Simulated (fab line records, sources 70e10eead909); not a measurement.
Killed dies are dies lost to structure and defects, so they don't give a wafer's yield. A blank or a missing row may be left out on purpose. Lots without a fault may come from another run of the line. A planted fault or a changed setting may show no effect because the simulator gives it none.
Chamber matching | flow nand_harc | NHARC_P_BONDPAD_CMP_32 on cmp-03: 4 sister chambers
The step polishes SiCN, target thk 200 nm. 4 wafers are shown with their chamber, then 7 later ones without.

WAFERS WITH THEIR CHAMBER
wafer  | chamber | motor_current_A (A)
L085.4 | 2       | 10.6
L088.4 | 3       | 10.6
L091.1 | 1       | 14.2
L091.4 | 0       | 13.8

WAFERS WITHOUT THEIR CHAMBER
wafer  | motor_current_A (A)
L091.6 | 10.6
L092.2 | 14.0
L092.3 | 10.9
L092.5 | 10.1
L096.1 | 13.5
L096.4 | 11.1
L096.5 | 14.3

WHICH CHAMBER EACH WENT THROUGH
wafer  | from the rows above     | in truth
L091.6 | can't be placed: 2 or 3 | 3
L092.2 | can't be placed: 0 or 1 | 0
L092.3 | can't be placed: 2 or 3 | 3
L092.5 | can't be placed: 2 or 3 | 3
L096.1 | can't be placed: 0 or 1 | 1
L096.4 | can't be placed: 2 or 3 | 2
L096.5 | can't be placed: 1 or 0 | 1
Placed correctly: 0 of 7. Can't be placed from these rows: 7 (the true chamber is among the candidates in 7). Placed wrongly: 0.
How it was worked out, from the rows above alone: a wafer's distance from a chamber is the root of the sum, over the readings, of the square of ((its reading less the chamber's mean) divided by the reading's scatter). The wafer belongs to the nearest chamber; if the next one is less than 2 further off, it can't be placed. A chamber's mean is the mean of its shown wafers. The scatter: with one shown wafer a chamber, the root of the mean of the squares of how far each hidden wafer lies from its nearest shown one.
